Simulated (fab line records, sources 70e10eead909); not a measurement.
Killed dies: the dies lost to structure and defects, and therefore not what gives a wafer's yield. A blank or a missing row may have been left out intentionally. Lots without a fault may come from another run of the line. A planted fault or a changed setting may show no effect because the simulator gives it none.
fab line records ; flow nand-harc
record lots=14; wafers=42; last-day=34
route steps=1302 shown A_DECK1_JOINT@528 A_ONON_D2@549 END@1302
lots that met no fault: taken from a fault-free run of the same line
start-h: hours from the record's first day to the start of the lot's first wafer shown ; wait-h: how many hours have passed since the lot's step before this one ; " same as the row above ; L1.1+2: several wafers, shown together as one row ; - value missing, or start not given ; * or withheld: withheld ; < > ~ a bound
route shown NAME@n: names a module that has steps shown in the file, with the first one's number in the route ; usual: the fault-free wafers' mean and standard deviation ; same: alike in all rows ; chamber/n: place in a boat ; sites: the reading at each site ; _std_site: standard deviation of those values ; _edge_site: outer sites' mean less inner sites' ; radius-mm: how far each site lies from the wafer's centre ; mask NAME#n: copy n ; behind: the tool/chamber that last shaped the wafer ; hold: the reason the lot was held/the length of the hold in hours/how it ended ; device: whichever transistor did not switch (one of n, p or np) ; end of line: tests of these same wafers at the route's end ; for a step that has no rows: nothing shown but its recipe ; killed: not the wafer's yield, but the dies lost to structure and defects at the first sort ; map: per-die view of a wafer (x killed, . not killed, _ where there is no die)
set.NAME: the setting the step ran with; set.NAME@STEP: the setting that earlier step ran with ; model.NAME: the simulator's own value behind a step, which no gauge read
steps of the route over a sample of lots; a table a step, a row a wafer
services: a tool's chamber out of use, with start hour (start-h, from the record's first day; less than 0 if before it), hours out, and reason
## steps
# step NHARC_A_DECK1_JOINT_THK_MEAS_14
# recipe thk-meas-gauge=ellipsometry
# usual thk-nm=50.9/1.5
lot.wafer;tool;chamber;start-h;wait-h;thk-nm
L105.1;film-metro-01;-;260.63;0.2;51.5
L105.2;film-metro-01;-;260.63;0.2;50.2
L105.4;film-metro-01;-;260.63;0.2;49.8
L106.3;film-metro-01;-;266.19;0.2;49.5
L106.5;film-metro-01;-;266.19;0.2;50.7
L106.6;film-metro-01;-;266.19;0.2;50.0
L107.4;film-metro-02;-;266.19;0.2;49.5
L107.5;film-metro-02;-;266.19;0.2;50.5
L107.6;film-metro-02;-;266.19;0.2;50.8
L112.1;film-metro-02;-;334.70;0.2;50.8
L112.3;film-metro-02;-;334.70;0.2;49.2
L112.5;film-metro-02;-;334.70;0.2;50.0
L113.1;film-metro-01;-;340.72;0.2;52.9
L113.4;film-metro-01;-;340.72;0.2;53.8
L113.5;film-metro-01;-;340.72;0.2;51.7
L119.4;film-metro-02;-;402.31;0.2;50.3
L119.5;film-metro-02;-;402.31;0.2;49.3
L119.6;film-metro-02;-;402.31;0.2;52.3
L121.1;film-metro-02;-;411.69;0.2;52.6
L121.2;film-metro-02;-;411.69;0.2;48.6
L121.6;film-metro-02;-;411.69;0.2;50.6
L122.1;film-metro-01;-;416.63;0.2;52.8
L122.2;film-metro-01;-;416.63;0.2;49.6
L122.3;film-metro-01;-;416.63;0.2;52.5
L123.1;film-metro-02;-;424.39;0.2;52.2
L123.4;film-metro-02;-;424.39;0.2;49.1
L123.5;film-metro-02;-;424.39;0.2;51.6
L124.2;film-metro-02;-;452.79;0.2;52.6
L124.3;film-metro-02;-;452.79;0.2;51.2
L124.4;film-metro-02;-;452.79;0.2;49.4
L125.2;film-metro-01;-;459.59;0.2;51.6
L125.3;film-metro-01;-;459.59;0.2;50.1
L125.5;film-metro-01;-;459.59;0.2;51.4
L126.1;film-metro-01;-;468.86;0.2;52.6
L126.3;film-metro-01;-;468.86;0.2;51.1
L126.6;film-metro-01;-;468.86;0.2;52.1
L127.2;film-metro-02;-;468.86;0.2;52.0
L127.4;film-metro-02;-;468.86;0.2;48.5
L127.5;film-metro-02;-;468.86;0.2;48.8
L128.1;film-metro-01;-;476.36;0.2;48.1
L128.3;film-metro-01;-;476.36;0.2;50.2
L128.4;film-metro-01;-;476.36;0.2;49.2
# step NHARC_A_ONON_D2_DEP_06
# recipe target-thk-a=10000; n2-flow-sccm=2750; n2o-flow-sccm=2000; nh3-flow-sccm=500; sih4-flow-sccm=210; temp-c=400
# usual n2o-flow-sccm=1998/5.3
lot.wafer;tool;chamber;start-h;wait-h;n2o-flow-sccm
L105.1;pecvd-onon-02;0;284.60;0.1;2007
L105.2;pecvd-onon-02;0;284.60;0.1;1996
L105.4;pecvd-onon-02;0;284.60;0.1;1997
L106.3;pecvd-onon-03;0;296.28;0.2;1999
L106.5;pecvd-onon-03;0;296.28;0.2;2000
L106.6;pecvd-onon-03;0;296.28;0.2;2000
L107.4;pecvd-onon-02;0;296.34;0.2;1994
L107.5;pecvd-onon-02;0;296.34;0.2;1997
L107.6;pecvd-onon-02;0;296.34;0.2;2001
L112.1;pecvd-onon-02;0;356.72;0.1;1998
L112.3;pecvd-onon-02;0;356.72;0.1;1997
L112.5;pecvd-onon-02;0;356.72;0.1;1992
L113.1;pecvd-onon-02;0;362.50;0.1;2002
L113.4;pecvd-onon-02;0;362.50;0.1;2002
L113.5;pecvd-onon-02;0;362.50;0.1;2002
L121.1;pecvd-onon-01;0;439.80;0.1;1993
L121.2;pecvd-onon-01;0;439.80;0.1;2004
L121.6;pecvd-onon-01;0;439.80;0.1;2003
L119.4;pecvd-onon-02;0;439.97;0.2;2001
L119.5;pecvd-onon-02;0;439.97;0.2;2007
L119.6;pecvd-onon-02;0;439.97;0.2;1996
L122.1;pecvd-onon-03;0;443.56;0.1;1999
L122.2;pecvd-onon-03;0;443.56;0.1;2002
L122.3;pecvd-onon-03;0;443.56;0.1;1997
L123.1;pecvd-onon-03;0;452.24;0.1;2000
L123.4;pecvd-onon-03;0;452.24;0.1;2006
L123.5;pecvd-onon-03;0;452.24;0.1;2000
L124.2;pecvd-onon-03;0;475.65;0.1;1989
L124.3;pecvd-onon-03;0;475.65;0.1;2003
L124.4;pecvd-onon-03;0;475.65;0.1;1993
L125.2;pecvd-onon-01;0;481.56;0.1;1995
L125.3;pecvd-onon-01;0;481.56;0.1;1999
L125.5;pecvd-onon-01;0;481.56;0.1;2001
L126.1;pecvd-onon-02;0;495.05;0.1;2004
L126.3;pecvd-onon-02;0;495.05;0.1;1995
L126.6;pecvd-onon-02;0;495.05;0.1;1996
L127.2;pecvd-onon-03;0;495.11;0.1;1998
L127.4;pecvd-onon-03;0;495.11;0.1;2008
L127.5;pecvd-onon-03;0;495.11;0.1;1998
L128.1;pecvd-onon-03;0;505.59;0.2;1990
L128.3;pecvd-onon-03;0;505.59;0.2;1993
L128.4;pecvd-onon-03;0;505.59;0.2;1998
# step NHARC_A_ONON_D2_THK_MEAS_08
# recipe thk-meas-gauge=ellipsometry
# usual thk-nm=997/12
lot.wafer;tool;chamber;start-h;wait-h;hold;thk-nm
L105.1;film-metro-02;-;285.13;-;-;987
L105.2;film-metro-02;-;285.13;-;-;983
L105.4;film-metro-02;-;285.13;-;-;986
L107.4;film-metro-02;-;296.68;-;-;1024
L107.5;film-metro-02;-;296.68;-;-;1024
L107.6;film-metro-02;-;296.68;-;-;1024
L106.3;film-metro-01;-;296.68;-;-;1005
L106.5;film-metro-01;-;296.68;-;-;1004
L106.6;film-metro-01;-;296.68;-;-;1004
L112.1;film-metro-02;-;357.23;-;await-dispo/0.2h/release;1560
L112.3;film-metro-02;-;357.23;-;await-dispo/0.2h/release;1562
L112.5;film-metro-02;-;357.23;-;await-dispo/0.2h/release;1558
L112.1;film-metro-02;-;357.41;0.2;-;1560
L112.3;film-metro-02;-;357.41;0.2;-;1560
L112.5;film-metro-02;-;357.41;0.2;-;1557
L113.1;film-metro-01;-;363.01;-;await-dispo/0.2h/release;1538
L113.4;film-metro-01;-;363.01;-;await-dispo/0.2h/release;1538
L113.5;film-metro-01;-;363.01;-;await-dispo/0.2h/release;1538
L113.1;film-metro-01;-;363.18;0.2;-;1537
L113.4;film-metro-01;-;363.18;0.2;-;1537
L113.5;film-metro-01;-;363.18;0.2;-;1539
L121.1;film-metro-02;-;440.31;-;-;993
L121.2;film-metro-02;-;440.31;-;-;992
L121.6;film-metro-02;-;440.31;-;-;991
L119.4;film-metro-01;-;440.32;-;-;987
L119.5;film-metro-01;-;440.32;-;-;984
L119.6;film-metro-01;-;440.32;-;-;985
L122.1;film-metro-02;-;444.07;-;-;1003
L122.2;film-metro-02;-;444.07;-;-;1003
L122.3;film-metro-02;-;444.07;-;-;1002
L123.1;film-metro-01;-;452.74;-;-;998
L123.4;film-metro-01;-;452.74;-;-;999
L123.5;film-metro-01;-;452.74;-;-;999
L124.2;film-metro-02;-;476.11;-;-;975
L124.3;film-metro-02;-;476.11;-;-;973
L124.4;film-metro-02;-;476.11;-;-;974
L125.2;film-metro-02;-;482.01;-;-;999
L125.3;film-metro-02;-;482.01;-;-;999
L125.5;film-metro-02;-;482.01;-;-;1000
L126.1;film-metro-01;-;495.56;-;-;976
L126.3;film-metro-01;-;495.56;-;-;977
L126.6;film-metro-01;-;495.56;-;-;975
L127.2;film-metro-02;-;495.56;-;-;1007
L127.4;film-metro-02;-;495.56;-;-;1009
L127.5;film-metro-02;-;495.56;-;-;1010
L128.1;film-metro-02;-;506.11;-;-;994
L128.3;film-metro-02;-;506.11;-;-;994
L128.4;film-metro-02;-;506.11;-;-;994
# step NHARC_END_SORT_01
# recipe temp-c=25
# usual defect-limited-yield=89.9/2.7; killed-at-array=64/18; killed-at-other=0.8/1.1; killed-at-periphery=3.8/2.7; killed-dies=68/18; killed-open=3.3/1.9; killed-short=2.3/1.8
# same gross-dies=677
lot.wafer;tool;chamber;start-h;wait-h;defect-limited-yield[%];killed-at-array;killed-at-other;killed-at-periphery;killed-dies;killed-open;killed-short
L106.3;prober-02;0;586.30;3.1;94.2;39;0;0;39;1;0
L106.5;prober-02;0;587.89;3.7;94.4;36;0;2;38;1;4
L106.6;prober-02;0;588.69;4.0;91.9;54;0;1;55;4;4
L123.1;prober-01;0;753.06;2.5;89.8;67;1;1;69;6;2
L123.4;prober-01;0;755.44;3.4;88.0;76;2;3;81;4;6
L123.5;prober-01;0;756.24;3.7;90.4;62;0;3;65;3;0
L125.2;prober-02;0;771.52;2.8;89.7;65;2;3;70;2;3
L125.3;prober-02;0;772.32;3.1;92.0;48;2;4;54;5;1
L125.5;prober-02;0;773.91;3.7;91.7;49;2;5;56;5;0
L127.2;prober-02;0;779.82;2.8;93.5;34;0;10;44;5;2
L127.4;prober-02;0;781.41;3.4;93.9;30;0;11;41;5;1
L127.5;prober-02;0;782.21;3.7;95.3;25;0;7;32;5;2
L126.1;prober-02;0;786.76;2.5;90.5;63;0;1;64;1;3
L126.3;prober-02;0;788.37;3.1;87.4;85;0;0;85;1;3
L126.6;prober-02;0;790.77;4.0;87.4;77;1;7;85;5;1
L128.1;prober-01;0;807.80;2.5;84.5;99;1;5;105;6;2
L128.3;prober-01;0;809.42;3.1;87.9;81;0;1;82;5;1
L128.4;prober-01;0;810.23;3.4;87.9;79;0;3;82;4;2
# killed by level:class
L106.3 A_CHANNEL_HOLE_D2:chamber-film-flake=32 A_CONTACT:chamber-film-flake=3 A_DECK1_JOINT:chamber-film-flake=2 A_BLC:geometric-particle:open=1 A_STAIRCASE:chamber-film-flake=1
L106.5 A_CHANNEL_HOLE_D2:chamber-film-flake=26 A_STAIRCASE:chamber-film-flake=3 A_ONON_D2:geometric-particle:short=2 P_M1:geometric-particle:open=1 A_CHANNEL_FILL_D1:geometric-particle:short=1 A_DECK1_JOINT:geometric-particle:short=1 P_CONTACT:chamber-film-flake=1 A_CHANNEL_HOLE_D1:chamber-film-flake=1
L106.6 A_CHANNEL_HOLE_D2:chamber-film-flake=35 A_STAIRCASE:chamber-film-flake=4 A_CHANNEL_HOLE_D1:chamber-film-flake=3 A_SGD_CUT:geometric-particle:open=2 A_WL_FILL:geometric-particle:short=2 A_DECK1_JOINT:chamber-film-flake=2 P_M0:geometric-particle:open=1 A_CHANNEL_HOLE_D2:geometric-particle:short=1
L123.1 A_CHANNEL_HOLE_D1:chamber-film-flake=32 A_CHANNEL_HOLE_D2:chamber-film-flake=20 A_ONON_D2:geometric-particle:open=2 A_CHANNEL_FILL_D1:chamber-film-flake=2 A_STAIRCASE:chamber-film-flake=2 A_M0:chamber-film-flake=2 P_M1:geometric-particle:open=1 A_CHANNEL_FILL_D1:geometric-particle:short=1
L123.4 A_CHANNEL_HOLE_D2:chamber-film-flake=28 A_CHANNEL_HOLE_D1:chamber-film-flake=26 A_CONTACT:chamber-film-flake=8 A_WL_FILL:geometric-particle:short=2 P_GATE:chamber-film-flake=2 THIN_TSV:chamber-film-flake=2 A_M0:chamber-film-flake=2 P_CONTACT:geometric-particle:open=1
L123.5 A_CHANNEL_HOLE_D1:chamber-film-flake=31 A_CHANNEL_HOLE_D2:chamber-film-flake=21 A_STAIRCASE:chamber-film-flake=2 A_WL_FILL:chamber-film-flake=2 P_CONTACT:geometric-particle:open=1 P_M0:geometric-particle:open=1 A_CHANNEL_FILL_D1:geometric-particle:open=1 P_GATE:chamber-film-flake=1
L125.2 A_SLIT:chamber-film-flake=35 A_CHANNEL_HOLE_D1:chamber-film-flake=12 A_STAIRCASE:chamber-film-flake=5 A_M0:chamber-film-flake=3 A_CHANNEL_HOLE_D2:chamber-film-flake=2 THIN_TSV:chamber-film-flake=2 A_CHANNEL_FILL_D1:geometric-particle:open=1 A_CHANNEL_HOLE_D2:geometric-particle:short=1
L125.3 A_SLIT:chamber-film-flake=23 A_CHANNEL_HOLE_D1:chamber-film-flake=12 A_STAIRCASE:chamber-film-flake=4 P_M2:chamber-film-flake=2 A_WL_FILL:chamber-film-flake=2 THIN_TSV:chamber-film-flake=2 A_ONON_D1:geometric-particle:open=1 A_DECK1_JOINT:geometric-particle:open=1
L125.5 A_SLIT:chamber-film-flake=21 A_CHANNEL_HOLE_D1:chamber-film-flake=9 A_STAIRCASE:chamber-film-flake=8 P_M2:chamber-film-flake=3 A_CONTACT:chamber-film-flake=3 A_ONON_D2:geometric-particle:open=2 A_WL_FILL:chamber-film-flake=2 THIN_TSV:chamber-film-flake=2
L127.2 P_GATE:chamber-film-flake=9 A_SLIT:chamber-film-flake=9 A_STAIRCASE:chamber-film-flake=5 A_M1:chamber-film-flake=5 A_CONTACT:chamber-film-flake=3 A_DECK1_JOINT:chamber-film-flake=3 A_M0:geometric-particle:open=2 A_ZERO_WELL:chamber-film-flake=2
L127.4 A_SLIT:chamber-film-flake=10 A_CONTACT:chamber-film-flake=9 P_GATE:chamber-film-flake=8 P_M0:geometric-particle:open=3 A_STAIRCASE:chamber-film-flake=3 A_CHANNEL_FILL_D1:geometric-particle:open=2 A_CHANNEL_HOLE_D1:chamber-film-flake=2 A_M1:chamber-film-flake=2
L127.5 A_SLIT:chamber-film-flake=10 P_GATE:chamber-film-flake=5 A_STAIRCASE:chamber-film-flake=2 A_WL_FILL:chamber-film-flake=2 A_CONTACT:chamber-film-flake=2 P_M0:geometric-particle:open=1 P_M2:geometric-particle:open=1 A_CHANNEL_FILL_D1:geometric-particle:short=1
L126.1 A_SLIT:chamber-film-flake=25 A_CHANNEL_HOLE_D2:chamber-film-flake=15 A_CONTACT:chamber-film-flake=9 A_CHANNEL_HOLE_D1:chamber-film-flake=8 A_STAIRCASE:chamber-film-flake=2 P_CONTACT:geometric-particle:short=1 A_ONON_D1:geometric-particle:short=1 A_CHANNEL_HOLE_D1:geometric-particle:open=1
L126.3 A_SLIT:chamber-film-flake=34 A_CHANNEL_HOLE_D2:chamber-film-flake=23 A_CHANNEL_HOLE_D1:chamber-film-flake=11 A_CONTACT:chamber-film-flake=8 A_CHANNEL_FILL_D2:geometric-particle:short=2 A_CHANNEL_FILL_D1:chamber-film-flake=2 A_STAIRCASE:chamber-film-flake=2 A_ONON_D1:geometric-particle:open=1
L126.6 A_CHANNEL_HOLE_D2:chamber-film-flake=24 A_SLIT:chamber-film-flake=24 A_CHANNEL_HOLE_D1:chamber-film-flake=16 A_CONTACT:chamber-film-flake=6 P_ZERO_WELL:chamber-film-flake=3 A_ZERO_WELL:chamber-film-flake=2 P_CONTACT:geometric-particle:open=1 P_M0:geometric-particle:open=1
L128.1 A_CHANNEL_HOLE_D2:chamber-film-flake=29 A_CHANNEL_HOLE_D1:chamber-film-flake=20 A_SLIT:chamber-film-flake=20 A_STAIRCASE:chamber-film-flake=10 A_CONTACT:chamber-film-flake=7 A_SGD_CUT:chamber-film-flake=3 A_CHANNEL_FILL_D2:geometric-particle:open=2 A_WL_FILL:chamber-film-flake=2
L128.3 A_SLIT:chamber-film-flake=25 A_CHANNEL_HOLE_D2:chamber-film-flake=18 A_CHANNEL_HOLE_D1:chamber-film-flake=10 A_STAIRCASE:chamber-film-flake=7 A_CONTACT:chamber-film-flake=7 A_BONDPAD:chamber-film-flake=4 A_CHANNEL_FILL_D1:chamber-film-flake=2 A_SGD_CUT:chamber-film-flake=2
L128.4 A_SLIT:chamber-film-flake=24 A_CHANNEL_HOLE_D1:chamber-film-flake=13 A_CHANNEL_HOLE_D2:chamber-film-flake=11 A_CONTACT:chamber-film-flake=11 A_STAIRCASE:chamber-film-flake=8 P_M2:chamber-film-flake=2 A_SGD_CUT:chamber-film-flake=2 A_WL_FILL:chamber-film-flake=2
## services
tool;chamber;start-h;hours;kind
pecvd-onon-01;-;269.00;13.0;pm
pecvd-onon-02;-;366.26;13.0;pm
pecvd-onon-03;-;408.01;13.0;pm
pecvd-onon-02;-;447.27;1.1;repair
pecvd-onon-01;-;450.00;0.8;repair
## key
first-sign step=NHARC_A_ONON_D2_THK_MEAS_08; reading=visit; direction=added
effect step=NHARC_A_ONON_D2_THK_MEAS_08; reading=thk-nm; direction=up; sigmas=45; usual=997; struck=1549
met-at NHARC_A_ONON_D2_DEP_06
struck-lots L112,L113
struck-wafers L112.1,L112.3,L112.5,L113.1,L113.4,L113.5
scrapped-behind NHARC_A_ONON_D2_THK_MEAS_08 L112.1,L112.3,L112.5
later-rows-left-out L113.1,L113.4,L113.5
sort-left-out L113.1,L113.4,L113.5
tester-left-out L113
not-acting-at NHARC_A_DECK1_JOINT_THK_MEAS_14
onset-between 296.34 356.72
fault kind=process-parameter-drift; tool=pecvd-onon-02; chamber=0; onset-h=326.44; steps=NHARC_A_ONON_D2_DEP_06; channel=target-thk-a; offset=*; shape=step; end-h=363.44; acts-in=*; stated=*
# tester-left-out: of these lots the tester's yield and bins aren't shown, on N5 and GAA mostly nor the transistor test; their killed dies are dies lost to structure and defects alone, not to doping, threshold or leakage, so they don't give the yield
# sort-left-out: the simulated sort isn't trusted on such a fault, so these wafers' sort isn't shown, and their yield isn't known
# later-rows-left-out: the simulator's readings of these wafers behind a module that went badly wrong aren't trusted and aren't shown, but for the sort
